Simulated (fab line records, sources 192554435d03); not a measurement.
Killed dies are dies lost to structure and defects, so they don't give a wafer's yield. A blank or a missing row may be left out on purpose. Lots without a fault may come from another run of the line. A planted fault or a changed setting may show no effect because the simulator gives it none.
A struck lot beside a sound one | flow n5_finfet | 18 steps out of a route of 1938
Sound: wafers L970.1, L970.4, L970.6. Struck: wafers L971.1, L971.2. (L971.4 of the same lot was not struck and is left out.) The cause comes at the end.
At each step with rows: each side's tool, then ch and its chambers, then its first start. Under that, the readings that differ: sound wafers | struck wafers | difference of the means | sigmas: that difference in standard deviations of wafers without a fault.
alike: readings whose means differ by less than 2 such deviations, and words and numbers that are the same on both sides. not compared: withheld readings, readings that some wafer has no value for, bounds like >300 that may hide the same value, and numbers for which the record gives no deviation and whose values overlap.
The two part at a step that has a row with sigmas, a row that says differs or no value, or rows on one side only. Numbers that don't overlap but have no deviation are shown without sigmas and don't part them. A reading that every wafer of one side lacks parts them only if that side has two wafers or more.

N5_BEOL_M3_ANNEAL_82: time 240 s.
  sound on pvd_sputter-01, day 7 22:32; struck on pvd_sputter-03, day 8 07:13
  alike: heater_power_w, susceptor_temp_C
then, 3 steps without rows for these wafers: N5_BEOL_M3_SPUTTER_86 (material Cu, target thk 4.5 nm, time 8.29 s); N5_BEOL_M3_ANNEAL_87 (time 240 s); N5_BEOL_M3_SPUTTER_88 (material Cu, target thk 4.5 nm, time 8.29 s).
N5_BEOL_M3_ANNEAL_89: time 240 s.
  sound on pvd_sputter-01, day 7 22:59; struck on pvd_sputter-03, day 8 07:40
  alike: heater_power_w, susceptor_temp_C
N5_BEOL_M3_SPUTTER_90: material Cu, target thk 4.5 nm, time 8.29 s.
  sound on pvd_sputter-01, day 7 23:07; struck on pvd_sputter-03, day 8 07:48
  alike: chamber_pressure_pa, susceptor_temp_C, throttle_valve_pct
then, 2 steps without rows for these wafers: N5_BEOL_M3_ANNEAL_91 (time 240 s); N5_BEOL_M3_SPUTTER_92 (material Cu, target thk 4.5 nm, time 8.29 s).
N5_BEOL_M3_ANNEAL_93: time 240 s.
  sound on pvd_sputter-01, day 7 23:25; struck on pvd_sputter-03, day 8 08:06
  alike: heater_power_w, susceptor_temp_C
N5_BEOL_M3_SPUTTER_94: material Cu, target thk 4.5 nm, time 8.29 s.
  sound on pvd_sputter-01, day 7 23:34; struck on pvd_sputter-03, day 8 08:14
  alike: chamber_pressure_pa, susceptor_temp_C, throttle_valve_pct
then, 2 steps without rows for these wafers: N5_BEOL_M3_ANNEAL_95 (time 240 s); N5_BEOL_M3_SPUTTER_96 (material Cu, target thk 4.5 nm, time 8.29 s).
N5_BEOL_M3_ECD_50: material Cu, target thk 300 nm.
  sound on ecd_cu-02 ch 0,1, day 7 23:53; struck on ecd_cu-01 ch 0,1, day 8 08:34
  reading                                | sound             | struck    | difference | sigmas
  model.Cu_of_BEOL_M3_ECD_50.thk_nm (nm) | 301.6 304.4 300.8 | 188 183.4 | -117       |
then, 1 step without rows for these wafers: N5_BEOL_M3_ANNEAL_51 (time 90 s).
N5_BEOL_M3_CMP_52: polishes, stops on SiOC, t overpolish 6.8 s, target thk 40 nm.
  sound on cmp-02 ch 0,2,3, day 8 00:16; struck on cmp-04 ch 2,3, day 8 10:50
  reading                | sound    | struck | difference | sigmas
  time_to_endpoint_s (s) | 64 65 60 | 36 45  | -22        | -6
  alike: clearing_platen_down_force_psi, motor_current_A
N5_BEOL_M3_THK_MEAS_53: measures by xrf.
  sound on film_metro-01, day 8 00:34; struck on film_metro-01, day 8 11:08
  alike: M3_THK
N5_BEOL_M4_RC_MEAS_101:
  sound on prober-02 ch 0, day 8 14:12; struck on prober-02 ch 0, day 8 20:43
  reading   | sound       | struck  | difference | sigmas
  VT_N (mV) | 249 253 248 | 254 260 | +7         | +2
  alike: DIBL_N, DIBL_P, IOFF_N, IOFF_P, ION_N, ION_P, SS_N, SS_P, VT_P
N5_PASSIVATION_PROBE_49:
  the record has rows for the sound wafers here (prober-02, day 13 09:22) and none for the struck ones

WHERE THEY PART
First at N5_BEOL_M3_CMP_52; last, within this record, at N5_PASSIVATION_PROBE_49.

WHY: what the simulator had put in
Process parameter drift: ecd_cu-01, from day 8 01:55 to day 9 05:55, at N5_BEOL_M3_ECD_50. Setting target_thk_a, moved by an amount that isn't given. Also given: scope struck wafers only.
